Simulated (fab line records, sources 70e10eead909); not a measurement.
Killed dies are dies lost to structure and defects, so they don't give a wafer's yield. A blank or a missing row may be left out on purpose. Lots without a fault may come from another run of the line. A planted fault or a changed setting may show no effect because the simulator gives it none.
A struck lot beside a sound one | flow nand_harc | 28 steps out of a route of 1302
Sound: wafers L898.1, L898.3, L898.6. Struck: wafers L887.1, L887.2, L887.3. The cause comes at the end.
At each step with rows: each side's tool, then ch and its chambers, then its first start. Under that, the readings that differ: sound wafers | struck wafers | difference of the means | sigmas: that difference in standard deviations of wafers without a fault.
alike: readings whose means differ by less than 2 such deviations, and words and numbers that are the same on both sides. not compared: withheld readings, readings that some wafer has no value for, bounds like >300 that may hide the same value, and numbers for which the record gives no deviation and whose values overlap.
The two part at a step that has a row with sigmas, a row that says differs or no value, or rows on one side only. Numbers that don't overlap but have no deviation are shown without sigmas and don't part them. A reading that every wafer of one side lacks parts them only if that side has two wafers or more.

first, 4 steps without rows for these wafers: NHARC_P_GATE_EBR_07; NHARC_P_GATE_EXPOSE_08 (exposes mask P HV); NHARC_P_GATE_PEB_09 (peb time 85 s); NHARC_P_GATE_DEVELOP_10 (time 70 s).
NHARC_P_GATE_CD_MEAS_11: target cd 1640 nm.
  sound on cd_sem-01 ch 0, day 10 10:33; struck on cd_sem-03 ch 0, day 6 02:32
  alike: cd_nm
then, 1 step without rows for these wafers: NHARC_P_GATE_HARDBAKE_12 (time 80 s).
NHARC_P_GATE_DESCUM_13: chemistry O2, time 3 s.
  sound on rie_diel-01 ch 0,1,3, day 10 10:43; struck on rie_diel-10 ch 0,1,3, day 6 02:41
  alike: drypump_motor_current_A, oes_product_au, rf_vpp_V, showerhead_plenum_p_Torr, throttle_valve_pct
  not compared: rf_hours_counter_h
then, 5 steps without rows for these wafers: NHARC_P_GATE_ETCH_14 (etches SiO2 in dHF, target depth 48.8 nm); NHARC_P_GATE_STRIP_15 (strips in SPM, time 780 s); NHARC_P_GATE_PRECLEAN_71 (cleans in SC1); NHARC_P_GATE_SRD_72; NHARC_P_GATE_OXIDE_16 (material SiO2, target thk 3 nm, ox time 392 s).
NHARC_P_GATE_CVD_17: deposits poly-Si, target thk 150 nm, time 900 s.
  sound on lpcvd_poly-04 ch 0, day 10 20:38; struck on lpcvd_poly-03 ch 0, day 6 12:56
  alike: spike_tc_top_C
NHARC_P_GATE_HM_DEP_102: deposits aC, target thk 120 nm.
  sound on acl_dep-03 ch 0, day 11 03:19; struck on acl_dep-01 ch 0, day 6 18:25
  alike: throttle_valve_pct
NHARC_P_GATE_DEP_103: deposits SiON, target thk 30 nm.
  sound on pecvd-02 ch 1,2, day 11 03:58; struck on pecvd-04 ch 0,1,2, day 6 19:08
  alike: heater_power_w
then, 8 steps without rows for these wafers: NHARC_P_GATE_DEHYDRATE_18 (time 120 s); NHARC_P_GATE_HMDS_19 (time 30 s); NHARC_P_GATE_COAT_20 (resist thk 90 nm); NHARC_P_GATE_SOFTBAKE_21 (time 55 s); NHARC_P_GATE_EBR_22; NHARC_P_GATE_EXPOSE_23 (exposes mask P GATE, target cd 120 nm); NHARC_P_GATE_PEB_24 (peb time 65 s); NHARC_P_GATE_DEVELOP_25 (develop time 35 s).
NHARC_P_GATE_CD_MEAS_26: target cd 120 nm.
  sound on cd_sem-02 ch 0, day 11 04:31; struck on cd_sem-03 ch 0, day 6 19:48
  alike: cd_nm
NHARC_P_GATE_OVL_MEAS_27:
  sound on overlay-01, day 11 04:37; struck on overlay-02, day 6 19:53
  alike: overlay_x_nm, overlay_y_nm
NHARC_P_GATE_INSPECT_28:
  sound on defect_inspect-02, day 11 04:39; struck on defect_inspect-02, day 6 19:56
  reading          | sound | struck   | difference | sigmas
  raw_defect_count | 4 6 6 | 11 19 16 | +10        | +4
NHARC_P_GATE_DESCUM_31: chemistry O2, time 3 s.
  sound on rie_diel-01 ch 0,1,3, day 11 04:43; struck on rie_diel-10 ch 0,1,2, day 6 19:59
  alike: drypump_motor_current_A, oes_product_au, rf_vpp_V, showerhead_plenum_p_Torr, throttle_valve_pct
  not compared: rf_hours_counter_h
-- the record jumps here: 20 days lie between the struck wafers' starts before and after (it left off in module P_GATE and takes up again in module END, whose first step shown is number 1302 of the route) --
NHARC_END_SORT_01:
  the record has rows for the struck wafers here (prober-01 ch 0, day 27 04:14) and none for the sound ones

WHERE THEY PART
First at NHARC_P_GATE_INSPECT_28; last, within this record, at NHARC_END_SORT_01.

WHY: what the simulator had put in
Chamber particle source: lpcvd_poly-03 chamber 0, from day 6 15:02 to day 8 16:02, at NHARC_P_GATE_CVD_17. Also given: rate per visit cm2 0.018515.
